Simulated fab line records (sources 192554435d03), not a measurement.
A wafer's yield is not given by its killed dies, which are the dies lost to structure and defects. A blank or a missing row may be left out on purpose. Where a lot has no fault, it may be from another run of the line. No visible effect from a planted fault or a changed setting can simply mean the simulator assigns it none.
Split-lot experiment + flow n5_finfet + 21 wafers read across 7 lots, on a route 1938 steps long

## THE SPLIT
At N5_BEOL_M14_SPUTTER_43 (material TaN, target thk 15 nm, time 24.19 s), the setting power_w was moved away from the recipe's 15000 W on 5 of the 21 wafers read, by -6.9% to +12.7%. The other wafers ran this setting at the recipe's value.

Reading taken at the split's own step.

## THE READING
TaN_of_BEOL_M14_SPUTTER_43.thk_nm (the simulator's own value, which no gauge read), in nm, at N5_BEOL_M14_SPUTTER_43 (material TaN, target thk 15 nm, time 24.19 s). No usual value for it is given in the file. Here, 16 wafers ran the recipe; their average is 15.0 nm with a standard deviation of 0.13 nm.

| wafer  | tool, chamber at the split | power_w as run, W | against the recipe | TaN_of_BEOL_M14_SPUTTER_43.thk_nm, nm | against lot-mates on the recipe |
|--------|----------------------------|-------------------|--------------------|---------------------------------------|---------------------------------|
| L075.2 | pvd_sputter-02, -          | 15000             | recipe             | 15                                    | -                               |
| L075.5 | pvd_sputter-02, -          | 15000             | recipe             | 15                                    | -                               |
| L075.3 | pvd_sputter-02, -          | 15000             | recipe             | 14.8                                  | -                               |
| L083.1 | pvd_sputter-02, -          | 15000             | recipe             | 15.2                                  | -                               |
| L083.5 | pvd_sputter-02, -          | 15000             | recipe             | 15.2                                  | -                               |
| L083.2 | pvd_sputter-02, -          | 15000             | recipe             | 15                                    | -                               |
| L087.2 | pvd_sputter-02, -          | 16910             | +12.7%             | 17                                    | +2.0                            |
| L087.6 | pvd_sputter-02, -          | 16910             | +12.7%             | 17                                    | +2.0                            |
| L087.5 | pvd_sputter-02, -          | 15000             | recipe             | 15                                    | -                               |
| L089.2 | pvd_sputter-01, -          | 15000             | recipe             | 15                                    | -                               |
| L089.5 | pvd_sputter-01, -          | 15000             | recipe             | 15                                    | -                               |
| L089.6 | pvd_sputter-01, -          | 15000             | recipe             | 15                                    | -                               |
| L095.4 | pvd_sputter-01, -          | 13960             | -6.9%              | 13.8                                  | -1.0                            |
| L095.5 | pvd_sputter-01, -          | 15000             | recipe             | 14.8                                  | -                               |
| L095.6 | pvd_sputter-01, -          | 15000             | recipe             | 14.8                                  | -                               |
| L094.1 | pvd_sputter-03, -          | 15000             | recipe             | 15                                    | -                               |
| L094.3 | pvd_sputter-03, -          | 14110             | -5.9%              | 14.2                                  | -0.8                            |
| L094.4 | pvd_sputter-03, -          | 14110             | -5.9%              | 14.2                                  | -0.8                            |
| L093.1 | pvd_sputter-01, -          | 15000             | recipe             | 14.8                                  | -                               |
| L093.2 | pvd_sputter-01, -          | 15000             | recipe             | 14.8                                  | -                               |
| L093.5 | pvd_sputter-01, -          | 15000             | recipe             | 15                                    | -                               |

FIT RESULTS
A straight line over all 21 wafers: TaN_of_BEOL_M14_SPUTTER_43.thk_nm changes by +0.156 nm for each +1% of power_w; r = +0.99; the points scatter about the line by 0.13 nm.
The same after taking each lot's own level away (the mean of its wafers on the recipe; 21 wafers): +0.152 nm for each +1%; r = +0.99; scatter 0.074 nm.
The reading moves by 1.9 nm for the largest change in power_w, on that fit.
Across the lots, their own levels run from 14.80 to 15.13 nm, a range of 2.6 times the standard deviation given above.
Consequently the slope shifts little with the lot-to-lot level, the two slopes agreeing.
Check: for one of the wafers moved furthest among these (+12.7%), held out of the fit, the line's prediction against its lot-mates is +1.92 nm. It came out at +2 nm against them.

## OTHER SPLITS ON THESE WAFERS
Before the reading, these wafers also passed through other splits. Each is held against what the fit with the lots' levels taken away leaves over:
| other split on the same wafers    | wafers away from the commonest value | r with TaN_of_BEOL_M14_SPUTTER_43.thk_nm (lot level and that fit taken away) |
|-----------------------------------|--------------------------------------|------------------------------------------------------------------------------|
| N5_BEOL_M9_HM_DEP_02 target_thk_a | 8                                    | -0.01                                                                        |
| N5_BEOL_M9_ETCH_62 source_w       | 5                                    | +0.33                                                                        |
| N5_BEOL_M9_EXPOSE_25 dose_mj      | 5                                    | -0.17                                                                        |
| N5_BEOL_M10_ETCH_41 source_w      | 12                                   | +0.12                                                                        |
| N5_BEOL_M11_PECVD_70 time_s       | 7                                    | -0.02                                                                        |
| N5_BEOL_M13_COAT_65 spin_rpm      | 12                                   | +0.29                                                                        |

## THE FILE'S OWN FIT
TaN_of_BEOL_M14_SPUTTER_43.thk_nm changes by +0.151 nm for each +1% of power_w, r = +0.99.
